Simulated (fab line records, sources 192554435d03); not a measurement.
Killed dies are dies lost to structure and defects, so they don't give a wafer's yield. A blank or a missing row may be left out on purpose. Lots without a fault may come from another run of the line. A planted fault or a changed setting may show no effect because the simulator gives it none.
fab line records | flow n5_finfet
record lots=5 wafers=15 last_day=18
route steps=1938 shown WELL_APT@50 PMOS_HMC_CHANNEL_EPI@57
lots that met no fault: from a run of the same line without faults
start_h: hours from the record's first day to the start of the lot's first wafer shown | wait_h: hours since the lot's step before | " the same as in the row above | L1.1+2: a row that stands for several wafers | - no value, or no start given | * or withheld: withheld | < > ~ a bound
route shown NAME@n: a module of which the file shows steps, and the number in the route of the first | usual: mean/standard deviation of fault-free wafers | same: alike in all rows | chamber/n: place in a boat | sites: the reading at each site | _std_site: their standard deviation | _edge_site: outer sites' mean less inner sites' | radius_mm: how far each site lies from the wafer's centre | mask NAME#n: copy n | behind: the tool/chamber that last shaped the wafer | hold: why the lot was held/for how many hours/how that ended | device: the transistor (n, p or np) that didn't switch | end of line: the same wafers' tests at the end of the route | a step without rows: its recipe alone | killed: dies lost to structure and defects at the first sort, not the wafer's yield | map: a wafer's dies, x killed, . not, _ none there
set.NAME: the setting as run; set.NAME@STEP: as run at that earlier step | model.NAME: the simulator's own value behind a step, which no gauge read
lots at some steps of the route; a table a step, a row a wafer
services: from which hour (start_h, from the record's first day; less than 0 if before it) a tool's chamber was out of use, for how many hours, and why
## steps
# step N5_WELL_APT_RTA_34
# recipe temp_c=1000 time_s=10 ambient=N2 idle_temp_c=600 ramp_up_c_per_s=150 ramp_down_c_per_s=60 cool_to_c=600
# step N5_WELL_APT_OXIDE_STRIP_42
# recipe chemistry=dHF dilution=25:1 time_s=45 temp_c=25 target=SiO2 target_depth_a=120
# step N5_WELL_APT_PRECLEAN_36
# recipe chemistry=O3/DIW time_s=45 temp_c=22 o3_ppm=10
# step N5_WELL_APT_PRECLEAN_39
# recipe chemistry=dHF time_s=60 dilution=150:1 temp_c=25
# step N5_WELL_APT_SRD_37
# recipe dry=ipa_marangoni do_ppb=5 time_s=30 temp_c=23 rinse_liquid=diw
# step N5_WELL_APT_EPI_41
# recipe material=Si target_thk_a=500 temp_c=650 precursor=SiH4/H2 pressure_torr=20 time_s=297.7
# usual throttle_valve_pct=11.20/0.13
# columns lot.wafer tool chamber start_h wait_h throttle_valve_pct
L480.2 epi_rpcvd-01 0 58.66 0.2 11.33
L480.3 " 0 " " 11.23
L480.6 " 0 " " 11.23
L485.2 epi_rpcvd-01 0 88.60 0.2 11.25
L485.3 " 0 " " 11.42
L485.6 " 0 " " 11.23
L491.1 epi_rpcvd-01 0 124.07 0.0 11.07
L491.3 " 0 " " 11.13
L491.6 " 0 " " 11.15
L494.2 epi_rpcvd-01 0 142.36 0.2 11.42
L494.4 " 0 " " 11.36
L494.5 " 0 " " 11.11
L495.1 epi_rpcvd-02 0 149.22 1.0 11.17
L495.3 " 0 " " 11.54
L495.5 " 0 " " 11.30
# step N5_WELL_APT_INSPECT_38
# recipe inspect_instrument=darkfield mode=post_epi
# usual raw_defect_count=13/5.5
# columns lot.wafer tool chamber start_h wait_h raw_defect_count
L480.2 defect_inspect-01 - 59.36 0.6 6
L480.3 " - " " 8
L480.6 " - " " 18
L485.2 defect_inspect-02 - 89.52 0.7 19
L485.3 " - " " 13
L485.6 " - " " 19
L491.1 defect_inspect-02 - 125.18 0.9 19
L491.3 " - " " 23
L491.6 " - " " 11
L494.2 defect_inspect-01 - 143.28 0.7 19
L494.4 " - " " 14
L494.5 " - " " 15
L495.1 defect_inspect-02 - 149.86 0.5 15
L495.3 " - " " 16
L495.5 " - " " 19
# step N5_PMOS_HMC_CHANNEL_EPI_HM_DEP_34
# recipe material=SiO2 target_thk_a=360 temp_c=400 precursor=TEOS/O2 pressure_torr=6.5 rf_w=900 teos_flow_sccm=161.4 gas=O2 flow_sccm=2650 time_s=6.9
# usual heater_power_outer_w=271/70 heater_power_w=530/62 showerhead_plenum_p_Torr=8.33/0.03 throttle_valve_pct=18.7/0.68
# columns lot.wafer tool chamber start_h wait_h heater_power_outer_w heater_power_w showerhead_plenum_p_Torr throttle_valve_pct
L480.2 pecvd-02 0 59.40 0.0 455 685 8.37 18.3
L480.3 " 1 " " 308 518 8.36 18.1
L480.6 " 2 " " 213 426 8.31 17.9
L485.2 pecvd-03 2 89.56 0.0 155 445 8.30 19.7
L485.3 " 0 " " 160 439 8.33 18.6
L485.6 " 1 " " 290 579 8.32 18.2
L491.1 pecvd-04 0 125.21 0.0 213 451 8.37 19.0
L491.3 " 2 " " 337 556 8.30 18.6
L491.6 " 0 " " 214 448 8.36 19.1
L494.2 pecvd-03 1 143.32 0.0 306 589 8.29 18.0
L494.4 " 0 " " 247 540 8.36 18.7
L494.5 " 1 " " 300 583 8.29 18.0
L495.1 pecvd-03 1 149.89 0.0 259 531 8.31 18.0
L495.3 " 0 " " 203 475 8.35 19.2
L495.5 " 2 " " 195 499 8.31 19.6
# step N5_PMOS_HMC_CHANNEL_EPI_COAT_31
# recipe resist=BARC temp_c=205 time_s=60 spin_rpm=1500 resist_thk_nm=66
# step N5_PMOS_HMC_CHANNEL_EPI_COAT_03
# recipe resist=CAR-ArF-block spin_rpm=1500 resist_thk_nm=205
# step N5_PMOS_HMC_CHANNEL_EPI_EBR_05
# recipe solvent=PGMEA ebr_width_mm=1.5
# step N5_PMOS_HMC_CHANNEL_EPI_SOFTBAKE_04
# recipe temp_c=110 time_s=60 resist=CAR-ArF-block
# step N5_PMOS_HMC_CHANNEL_EPI_EXPOSE_06
# recipe mask_id=PMOS_HMC_BLK na=1.35 source_shape=conventional sigma_outer=0.8 polarization=unpolarized target_cd_nm=240 dose_mj=41
# usual exposure_dose_mJ_cm2=40.98/0.043
# columns lot.wafer tool chamber start_h wait_h mask exposure_dose_mJ_cm2
L480.2 arfi_scanner-03 0 59.68 - PMOS_HMC_BLK#0 40.95
L480.3 " 0 " " PMOS_HMC_BLK#0 41.05
L480.6 " 0 " " PMOS_HMC_BLK#0 40.96
L485.2 arfi_scanner-02 0 89.84 - PMOS_HMC_BLK#0 40.96
L485.3 " 0 " " PMOS_HMC_BLK#0 40.95
L485.6 " 0 " " PMOS_HMC_BLK#0 40.96
L491.1 arfi_scanner-02 0 125.37 - PMOS_HMC_BLK#0 36.91
L491.3 " 0 " " PMOS_HMC_BLK#0 36.90
L491.6 " 0 " " PMOS_HMC_BLK#0 36.93
L494.2 arfi_scanner-01 0 143.61 - PMOS_HMC_BLK#0 40.99
L494.4 " 0 " " PMOS_HMC_BLK#0 41.08
L494.5 " 0 " " PMOS_HMC_BLK#0 41.02
L495.1 arfi_scanner-01 0 150.05 - PMOS_HMC_BLK#0 40.96
L495.3 " 0 " " PMOS_HMC_BLK#0 40.97
L495.5 " 0 " " PMOS_HMC_BLK#0 40.98
# step N5_PMOS_HMC_CHANNEL_EPI_PEB_07
# recipe peb_temp_c=110 peb_time_s=60 resist=CAR-ArF-block
# step N5_PMOS_HMC_CHANNEL_EPI_DEVELOP_08
# recipe develop_time_s=30 developer=TMAH resist=CAR-ArF-block dev_temp_c=23 rinse_liquid=diw dry=air_spin
# step N5_PMOS_HMC_CHANNEL_EPI_CD_MEAS_09
# recipe target_cd_nm=237.4 landing_energy_ev=500 detector=se_inlens
# usual cd_nm=236.8/0.87
# columns lot.wafer tool chamber start_h wait_h cd_nm
L480.2 cd_sem-03 0 59.80 - 236.4
L480.3 " 0 " " 236.4
L480.6 " 0 " " 235.4
L485.2 cd_sem-02 0 89.96 - 238.3
L485.3 " 0 " " 236.6
L485.6 " 0 " " 237.0
L491.1 cd_sem-02 0 125.49 - 264.2
L491.3 " 0 " " 261.3
L491.6 " 0 " " 297.2
L494.2 cd_sem-01 0 143.73 - 236.4
L494.4 " 0 " " 237.0
L494.5 " 0 " " 237.1
L495.1 cd_sem-01 0 150.17 - 237.5
L495.3 " 0 " " 237.6
L495.5 " 0 " " 237.1
# step N5_PMOS_HMC_CHANNEL_EPI_OVL_MEAS_10
# recipe points_per_wafer=44
# usual PMOS_HMC_BLK_OVL=0.1/0.71
# same points_per_wafer=44
# columns lot.wafer tool chamber start_h wait_h PMOS_HMC_BLK_OVL[nm]
L480.2 overlay-02 0 59.83 0.0 -0.7
L480.3 " 0 " " 0.5
L480.6 " 0 " " -0.2
L485.2 overlay-01 0 89.99 0.0 0.8
L485.3 " 0 " " 0.5
L485.6 " 0 " " -0.3
L491.1 overlay-02 0 125.52 0.0 -0.4
L491.3 " 0 " " 1.1
L491.6 " 0 " " 1.2
L494.2 overlay-02 0 143.76 0.0 0.4
L494.4 " 0 " " 0.4
L494.5 " 0 " " 0.6
L495.1 overlay-01 0 150.20 0.0 -0.1
L495.3 " 0 " " 0.3
L495.5 " 0 " " -0.4
# step N5_PMOS_HMC_CHANNEL_EPI_INSPECT_11
# recipe mode=adi inspect_instrument=macro
# usual raw_defect_count=2.0/1.4
# columns lot.wafer tool chamber start_h wait_h raw_defect_count
L480.2 defect_inspect-01 - 59.86 0.0 4
L480.3 " - " " 1
L480.6 " - " " 2
L485.2 defect_inspect-02 - 90.02 0.0 1
L485.3 " - " " 1
L485.6 " - " " 1
L491.1 defect_inspect-02 - 125.55 0.0 5
L491.3 " - " " 2
L491.6 " - " " 1
L494.2 defect_inspect-01 - 143.78 0.0 1
L494.4 " - " " 2
L494.5 " - " " 3
L495.1 defect_inspect-01 - 150.23 0.0 0
L495.3 " - " " 2
L495.5 " - " " 1
# step N5_PMOS_HMC_CHANNEL_EPI_DESCUM_14
# recipe chemistry=O2 time_s=7.9 source_power_w=50 bias_power_w=20 pressure_mtorr=20 rf_frequency_hz=2.712e+07 temp_c=40 resist=CAR-ArF-block o2_flow_sccm=225
# usual chamber_pressure_mTorr=20.001/0.018 drypump_motor_current_A=5.8/0.5 oes_product_au=0.83/0.074 rf_vpp_V=243.3/1.2 showerhead_plenum_p_Torr=2.11/0.064 throttle_valve_pct=20.28/0.19
# columns lot.wafer tool chamber start_h wait_h chamber_pressure_mTorr drypump_motor_current_A oes_product_au rf_hours_counter_h rf_vpp_V showerhead_plenum_p_Torr throttle_valve_pct model.PMOS_HMC_CHANNEL_EPI.cd_nm
L480.2 rie_diel-06 1 60.01 0.1 20.002 5.2 0.85 57 241.9 2.05 20.36 236.4
L480.3 " 0 " " 20.011 6.2 0.72 193 242.3 2.08 20.20 236.3
L480.6 " 3 " " 20.052 5.9 0.84 - 243.2 2.04 20.56 235.1
L485.2 rie_diel-06 0 90.05 0.0 20.000 6.2 0.72 201 242.0 2.08 20.19 237.6
L485.3 " 1 " " 19.998 5.2 0.85 67 241.8 2.04 20.37 236.4
L485.6 " 0 " " 19.993 6.2 0.71 - 241.7 2.08 20.21 236.8
L491.1 rie_diel-05 2 125.58 0.0 19.991 5.3 0.95 13 244.4 2.05 20.19 264.3
L491.3 " 0 " " 20.000 5.0 0.77 147 245.3 2.18 20.21 261.3
L491.6 " 2 " " 20.001 5.3 0.95 - 241.6 2.05 20.19 297.5
L494.2 rie_diel-05 2 143.81 0.0 20.021 5.3 0.95 19 242.0 2.05 20.20 236.9
L494.4 " 2 " " 20.006 5.3 0.94 - 242.0 2.05 20.18 236.9
L494.5 " 3 " " 20.015 5.8 0.78 - 244.5 2.20 20.13 236.9
L495.1 rie_diel-02 2 150.26 0.0 20.005 6.1 0.85 51 242.3 2.13 20.48 237.4
L495.3 " 3 " " 19.977 4.7 0.84 54 242.0 2.03 20.04 237.8
L495.5 " 0 " " 20.008 5.8 0.82 - 243.5 2.12 20.08 237.2
# step N5_PMOS_HMC_CHANNEL_EPI_ETCH_32
# recipe chemistry=N2/H2 target=BARC stop_on=SiO2 target_depth_a=858 over_etch_frac=0.3 time_s=50.3 ion_energy_ev=200 mask_material=CAR-ArF-block pressure_mtorr=30 source_w=840 bias_w=150 n2_flow_sccm=200 h2_flow_sccm=200
# usual bias_w=150.0/0.44 chamber_pressure_mTorr=30.004/0.03 drypump_motor_current_A=5.8/0.49 n2_flow_sccm=199.9/0.65 oes_product_au=0.70/0.059 rf_vpp_V=524.3/2.2 showerhead_plenum_p_Torr=2.56/0.075 throttle_valve_pct=17.69/0.2
# columns lot.wafer tool chamber start_h wait_h bias_w chamber_pressure_mTorr drypump_motor_current_A n2_flow_sccm oes_product_au rf_hours_counter_h rf_vpp_V showerhead_plenum_p_Torr throttle_valve_pct
L480.2 rie_diel-06 1 60.04 0.0 150.0 29.973 5.2 199.7 0.73 57 523.4 2.48 17.72
L480.3 " 0 " " 150.4 30.052 6.2 198.4 0.62 193 523.6 2.54 17.79
L480.6 " 3 " " 149.8 30.042 5.8 200.1 0.71 - 521.7 2.47 17.91
L485.2 rie_diel-06 0 90.09 0.0 149.4 30.028 6.2 199.2 0.61 201 522.7 2.53 17.83
L485.3 " 1 " " 149.9 29.910 5.2 199.7 0.71 67 522.5 2.47 17.73
L485.6 " 0 " " 149.4 29.986 6.2 200.1 0.62 - 523.4 2.53 17.82
L491.1 rie_diel-05 2 125.62 0.0 149.8 29.961 5.3 199.3 0.82 13 522.5 2.50 17.65
L491.3 " 0 " " 150.2 30.020 5.1 199.1 0.67 147 527.5 2.66 17.67
L491.6 " 2 " " 149.5 29.984 5.3 199.4 0.82 - 522.4 2.50 17.67
L494.2 rie_diel-05 2 143.85 0.0 149.9 30.037 5.3 200.2 0.79 19 524.0 2.49 17.69
L494.4 " 2 " " 149.7 29.919 5.3 199.3 0.81 - 521.9 2.50 17.67
L494.5 " 3 " " 149.5 30.072 5.8 199.2 0.66 - 526.6 2.66 17.53
L495.1 rie_diel-02 2 150.30 0.0 150.1 30.003 6.1 199.8 0.70 51 525.3 2.58 17.83
L495.3 " 3 " " 149.2 30.008 4.7 199.3 0.71 54 521.6 2.48 17.55
L495.5 " 0 " " 150.5 30.027 5.7 198.6 0.70 - 525.1 2.57 17.38
# step N5_PMOS_HMC_CHANNEL_EPI_HM_OPEN_15
# recipe chemistry=CHF3/O2 target=SiO2 mask_material=CAR-ArF-block target_depth_a=406 CHF3_flow_sccm=50 O2_flow_sccm=5 Ar_flow_sccm=200 time_s=20.3 pressure_mtorr=30 source_w=650 bias_w=170 ion_energy_ev=200
# step N5_PMOS_HMC_CHANNEL_EPI_STRIP_33
# recipe chemistry=N2/H2 power_w=500 temp_c=40 pressure_mtorr=50 rf_frequency_hz=6e+07 overash_fraction=0.3 bias_power_w=8 h2_frac=0.5 n2_flow_sccm=300 h2_flow_sccm=300
# usual chamber_pressure_mTorr=49.99/0.086 drypump_motor_current_A=5.8/0.5 n2_flow_sccm=299.9/0.94 oes_product_au=0.83/0.074 rf_vpp_V=54.3/1.7 showerhead_plenum_p_Torr=3.38/0.095 throttle_valve_pct=18.68/0.29
# columns lot.wafer tool chamber start_h wait_h chamber_pressure_mTorr drypump_motor_current_A n2_flow_sccm oes_product_au rf_hours_counter_h rf_vpp_V showerhead_plenum_p_Torr throttle_valve_pct
L480.2 rie_diel-06 1 60.14 0.0 50.03 5.3 297.8 0.85 57 54.6 3.28 18.66
L480.3 " 0 " " 50.01 6.2 299.4 0.73 193 53.6 3.35 19.02
L480.6 " 3 " " 50.03 5.9 300.9 0.84 - 52.9 3.27 18.94
L485.2 rie_diel-06 0 90.18 0.0 49.93 6.2 298.8 0.72 201 57.2 3.34 19.04
L485.3 " 1 " " 50.13 5.2 299.0 0.83 67 56.0 3.27 18.65
L485.6 " 0 " " 50.04 6.2 299.0 0.72 - 54.6 3.35 19.05
L491.1 rie_diel-05 2 125.72 0.0 50.07 5.3 301.2 0.95 14 53.6 3.30 18.76
L491.3 " 0 " " 49.90 5.0 301.7 0.77 147 53.0 3.51 18.45
L491.6 " 2 " " 49.94 5.3 300.9 0.96 - 53.9 3.30 18.71
L494.2 rie_diel-05 2 143.95 0.0 50.04 5.3 301.0 0.94 19 56.0 3.30 18.75
L494.4 " 2 " " 49.91 5.3 300.0 0.96 - 51.5 3.30 18.73
L494.5 " 3 " " 49.94 5.8 301.3 0.76 - 51.8 3.51 18.45
L495.1 rie_diel-02 2 150.39 0.0 50.10 6.1 299.1 0.85 51 55.3 3.41 18.83
L495.3 " 3 " " 49.94 4.7 300.7 0.85 54 52.9 3.28 18.49
L495.5 " 0 " " 50.10 5.8 298.9 0.82 - 51.4 3.39 18.25
# step N5_PMOS_HMC_CHANNEL_EPI_STRIP_17
# recipe chemistry=SPM time_s=750 temp_c=130 h2so4_h2o2_vol_ratio=4 dry=ipa_marangoni
# step N5_PMOS_HMC_CHANNEL_EPI_ETCH_38
# recipe chemistry=CF4 target=SiO2 target_depth_a=15 ion_energy_ev=350 pressure_mtorr=10 icp_w=800 bias_w=400 cf4_flow_sccm=80
# usual bias_w=400.0/1.2 chamber_pressure_mTorr=10.001/0.0082 drypump_motor_current_A=5.7/0.45 oes_product_au=0.995/0.018 throttle_valve_pct=21.83/0.17
# columns lot.wafer tool chamber start_h wait_h bias_w chamber_pressure_mTorr drypump_motor_current_A oes_product_au rf_hours_counter_h throttle_valve_pct
L480.2 rie_si-01 0 60.44 0.0 401.0 10.001 5.2 1.003 122 21.87
L480.3 " 2 " " 400.0 9.997 5.3 1.007 7 21.81
L480.6 " 2 " " 400.7 10.008 5.2 1.003 - 21.80
L485.2 rie_si-06 3 90.51 0.0 399.7 10.011 5.4 1.004 71 21.69
L485.3 " 1 " " 399.7 10.007 6.2 0.986 162 22.00
L485.6 " 2 " " 401.7 10.016 5.2 0.981 - 22.17
L491.1 rie_si-06 2 126.02 0.0 401.3 9.989 5.2 0.988 52 22.17
L491.3 " 1 " " 401.6 10.006 6.2 0.994 163 22.01
L491.6 " 0 " " 399.3 10.000 6.0 1.017 - 21.74
L494.2 rie_si-01 2 144.25 0.0 400.2 10.001 5.3 1.007 8 21.81
L494.4 " 0 " " 397.8 10.002 5.2 0.989 123 21.89
L494.5 " 0 " " 398.8 9.995 5.2 1.003 - 21.87
L495.1 rie_si-02 2 150.70 0.0 399.2 9.993 5.3 1.010 186 21.65
L495.3 " 1 " " 400.6 9.995 6.2 0.995 7 21.90
L495.5 " 3 " " 401.2 9.988 6.1 0.985 - 21.79
# step N5_PMOS_HMC_CHANNEL_EPI_FIN_RECESS_16
# recipe chemistry=HBr/Cl2 target=Si mask_material=SiO2 target_depth_a=540 time_s=18 pressure_mtorr=10 icp_w=800 bias_w=75 HBr_flow_sccm=150 Cl2_flow_sccm=80
# usual bias_w=75.00/0.22 chamber_pressure_mTorr=10.000/0.0092 drypump_motor_current_A=5.7/0.45 oes_product_au=0.993/0.018 throttle_valve_pct=35.52/0.26
# columns lot.wafer tool chamber start_h wait_h bias_w chamber_pressure_mTorr drypump_motor_current_A oes_product_au rf_hours_counter_h throttle_valve_pct model.PMOS_HMC_CHANNEL_EPI.cd_nm
L480.2 rie_si-01 0 60.46 0.0 75.25 9.999 5.2 0.988 122 35.51 238.6
L480.3 " 2 " " 75.03 10.005 5.3 1.008 7 35.61 239.5
L480.6 " 2 " " 74.88 10.011 5.3 0.998 - 35.61 238.3
L485.2 rie_si-06 3 90.53 0.0 74.96 10.004 5.4 1.002 71 35.20 239.9
L485.3 " 1 " " 74.95 9.991 6.2 0.988 162 35.78 238.3
L485.6 " 2 " " 75.10 10.001 5.2 0.977 - 36.01 239.6
L491.1 rie_si-06 2 126.04 0.0 75.27 9.986 5.2 0.980 52 35.99 266.7
L491.3 " 1 " " 75.17 9.998 6.2 0.979 163 35.81 263.2
L491.6 " 0 " " 74.78 9.995 6.0 1.008 - 35.37 299.6
L494.2 rie_si-01 2 144.27 0.0 74.77 10.000 5.3 1.016 8 35.61 239.6
L494.4 " 0 " " 74.54 9.989 5.2 0.997 123 35.48 239.4
L494.5 " 0 " " 75.00 10.005 5.2 0.997 - 35.50 239.8
L495.1 rie_si-02 2 150.72 0.0 75.02 9.997 5.3 1.003 186 35.25 240
L495.3 " 1 " " 74.88 9.993 6.2 0.999 7 35.53 240.8
L495.5 " 3 " " 74.94 10.007 6.0 0.975 - 35.60 240.2
# step N5_PMOS_HMC_CHANNEL_EPI_PRECLEAN_36
# recipe chemistry=O3/DIW time_s=45 temp_c=22 o3_ppm=10
## services
# columns tool chamber start_h hours kind
arfi_scanner-03 - 40.20 1.3 pm
rie_diel-06 - 42.87 0.3 repair
arfi_scanner-01 - 43.06 1.8 repair
rie_diel-05 0 46.17 9.6 repair
rie_diel-02 3 47.28 15.7 repair
pecvd-04 1 48.46 5.0 repair
pecvd-03 - 57.65 0.5 repair
arfi_scanner-02 - 59.44 1.3 pm
arfi_scanner-02 - 63.31 0.8 pm
arfi_scanner-02 - 73.89 1.0 pm
rie_si-01 - 77.55 2.8 pm
rie_si-01 2 92.82 5.7 repair
rie_diel-02 0 96.26 6.7 repair
rie_diel-02 - 97.17 0.2 repair
arfi_scanner-02 - 103.15 4.9 pm
arfi_scanner-02 - 111.26 1.0 pm
pecvd-03 0 112.17 8.8 repair
rie_diel-02 - 112.60 2.8 pm
rie_si-01 0 118.83 8.0 repair
rie_si-06 1 120.58 5.2 repair
rie_diel-06 2 128.81 12.8 repair
rie_si-06 0 137.74 3.3 repair
rie_diel-06 - 143.51 0.7 repair
arfi_scanner-01 - 145.54 1.3 pm
## key
first_sign step=N5_PMOS_HMC_CHANNEL_EPI_EXPOSE_06 reading=exposure_dose_mJ_cm2 direction=down sigmas=96 usual=40.98 struck=36.92
effect step=N5_PMOS_HMC_CHANNEL_EPI_CD_MEAS_09 reading=cd_nm direction=up sigmas=43 usual=236.8 struck=274.2 through=control_loop
model_effect step=N5_PMOS_HMC_CHANNEL_EPI_DESCUM_14 value=PMOS_HMC_CHANNEL_EPI.cd_nm without=237.7 struck=274.4
model_effect step=N5_PMOS_HMC_CHANNEL_EPI_FIN_RECESS_16 value=PMOS_HMC_CHANNEL_EPI.cd_nm without=239.8 struck=276.5
met_at N5_PMOS_HMC_CHANNEL_EPI_EXPOSE_06
struck_wafers L491.1,L491.3,L491.6
rows_end L491.1,L491.3,L491.6
loop_trim step=N5_PMOS_HMC_CHANNEL_EPI_EXPOSE_06 setting=dose lots=L491
onset_between 89.84 125.37
fault kind=process_parameter_drift tool=arfi_scanner-02 chamber=- onset_h=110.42 steps=N5_PMOS_HMC_CHANNEL_EPI_EXPOSE_06 channel=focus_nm offset=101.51 spread_by_wafer=0.3 shape=step
# rows_end: these wafers met a further fault down the route, and their rows from its step on are left out
# loop_trim: a control loop set the setting to another value than it would have without faults
